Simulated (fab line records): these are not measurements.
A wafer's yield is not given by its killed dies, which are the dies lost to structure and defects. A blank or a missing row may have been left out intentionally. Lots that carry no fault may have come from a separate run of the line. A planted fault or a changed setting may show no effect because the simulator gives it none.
A lot that was struck, set against a sound lot || flow n5 finfet || 16 out of 1938 route steps
Sound: these wafers, L906.1, L906.2, L906.6. Struck: wafer L921.1. (L921.3, L921.4 of the same lot were not struck and are left out.) The cause comes at the end.
Each step with rows lists, per side, the tool, then ch with its chambers, then its first start. Under that, the readings that differ: sound wafers || struck wafers || difference of the means || sigmas: that difference in standard deviations of wafers without a fault.
alike: readings whose means differ by less than 2 such deviations, and words and numbers that are the same on both sides. not compared: withheld readings, readings that some wafer has no value for, bounds like >300 that may hide the same value, and numbers for which the record gives no deviation and whose values overlap.
A row with sigmas, a row that says differs or no value, or rows on one side alone: a step with any of these is where the two part. Numbers that have no deviation but don't overlap get no sigmas and don't part them. A reading that every wafer of one side lacks parts them only if that side has two wafers or more.

first, 2 steps without rows for these wafers: N5_GATE_CUT_DESCUM_18 (chemistry O2, time 7 s); N5_GATE_CUT_ETCH_28 (etches underlayer in N2/H2, target depth 13 nm, time 10.4 s).
N5_GATE_CUT_ETCH_36: etches SiARC in CF4, target depth 13 nm, time 21.7 s.
  sound on rie diel-03 ch 1,2, day 6 12:14; struck on rie diel-01 ch 0, day 9 17:29
  alike: drypump motor current A, etch rf on time s, oes product au, rf vpp V, showerhead plenum p Torr, throttle valve pct
  not compared: rf hours counter h
N5_GATE_CUT_ETCH_37: etches SOC in N2/H2, target depth 60 nm, overetch 12 nm, time 90 s.
  sound on rie diel-03 ch 1,2, day 6 12:15; struck on rie diel-01 ch 0, day 9 17:31
  alike: drypump motor current A, oes product au, rf vpp V, showerhead plenum p Torr, temp c, throttle valve pct
  not compared: rf hours counter h
then, 2 steps without rows for these wafers: N5_GATE_CUT_STRIP_38 (strips in N2/H2); N5_GATE_CUT_STRIP_39 (strips in N2/H2).
N5_GATE_CUT_HM_OPEN_40: chemistry C4F6/O2, target SiO2, target depth 139 nm, time 85.1 s.
  sound on rie diel-03 ch 1,2, day 6 12:20; struck on rie diel-01 ch 0, day 9 17:36
  alike: drypump motor current A, etch rf on time s, oes product au, rf vpp V, showerhead plenum p Torr, throttle valve pct
  not compared: rf hours counter h
then, 3 steps without rows for these wafers: N5_GATE_CUT_STRIP_41 (strips in CF4); N5_GATE_CUT_STRIP_42 (strips in O2); N5_GATE_CUT_ETCH_19 (etches SiNx in CH3F/O2, target depth 53.7 nm, time 76.7 s).
N5_GATE_CUT_CUT_ETCH_53: etches W in SF6/Cl2, target depth 79.2 nm.
  sound on rie metal-02 ch 0,1, day 6 12:34; struck on rie metal-01 ch 1, day 9 17:50
{"reading": "throttle valve pct (%)", "sound": "29.0 28.6 28.6", "struck": 29.6, "difference": "+0.9", "sigmas": "+2"}
  alike: drypump motor current A, etch rf on time s, mfc cl2 sccm, oes product au
  not compared: rf hours counter h
N5_GATE_CUT_CUT_ETCH_54: etches TiN in Cl2/BCl3, target depth 96.7 nm.
  sound on rie metal-02 ch 0,1, day 6 12:38; struck on rie metal-01 ch 1, day 9 17:53
{"reading": "drypump motor current A (A)", "sound": "5.9 5.4 5.4", "struck": 6.4, "difference": "+0.8", "sigmas": "+2"}
  alike: etch rf on time s, mfc cl2 sccm, oes product au, throttle valve pct
  not compared: rf hours counter h
N5_GATE_CUT_CUT_ETCH_55: etches HfO2 in BCl3, target depth 3.2 nm.
  sound on rie metal-02 ch 0,1, day 6 12:41; struck on rie metal-01 ch 1, day 9 17:57
{"reading": "throttle valve pct (%)", "sound": "33.3 32.5 32.6", "struck": 34.0, "difference": "+1.2", "sigmas": "+2"}
{"reading": "model.etch.depth nm (nm)", "sound": "3.222 3.21 3.233", "struck": 2.435, "difference": -0.787, "sigmas": ""}
  alike: drypump motor current A, oes product au
  not compared: rf hours counter h
then, 1 step without rows for these wafers: N5_GATE_CUT_ETCH_47 (etches SiO2 in Cl2/BCl3, target depth 10 nm).
-- the record jumps here: 4 days lie between the struck wafers' starts before and after (it left off in module GATE_CUT and takes up again in module BEOL_M4, whose first step shown is number 1111 of the route) --
N5_BEOL_M4_RC_MEAS_101:
  sound on prober-02 ch 0, day 9 22:00; struck on prober-02 ch 0, day 13 07:44
  alike: DIBL_N, DIBL_P, IOFF_N, IOFF_P, ION_N, ION_P, SS_N, SS_P, VT_N, VT_P
-- here the record skips 5 days between the struck wafers' starts before and after, leaving off in module BEOL_M4 and picking up in module PASSIVATION (first step shown: number 1936 of the route) --
N5_PASSIVATION_PROBE_49:
  sound: prober-02 at day 14 01:51; struck: prober-01 at day 18 05:24
{"reading": "killed at other", "sound": "7 10 3", "struck": 1, "difference": -6, "sigmas": -3}
  alike: defect limited yield, killed_at_M0_to_M3, killed_at_M4_up, killed at contacts, killed at front end, killed dies, killed open, killed short, sort_bin_4_leakage, sort_bin_5_function, sort_bin_6_memory, sort_bin_8_speed, sort n pass, sort yield pct

WHERE THEY PART
At N5_GATE_CUT_CUT_ETCH_53 first; at N5_PASSIVATION_PROBE_49 last (within this record only).

WHY: what the simulator had put in
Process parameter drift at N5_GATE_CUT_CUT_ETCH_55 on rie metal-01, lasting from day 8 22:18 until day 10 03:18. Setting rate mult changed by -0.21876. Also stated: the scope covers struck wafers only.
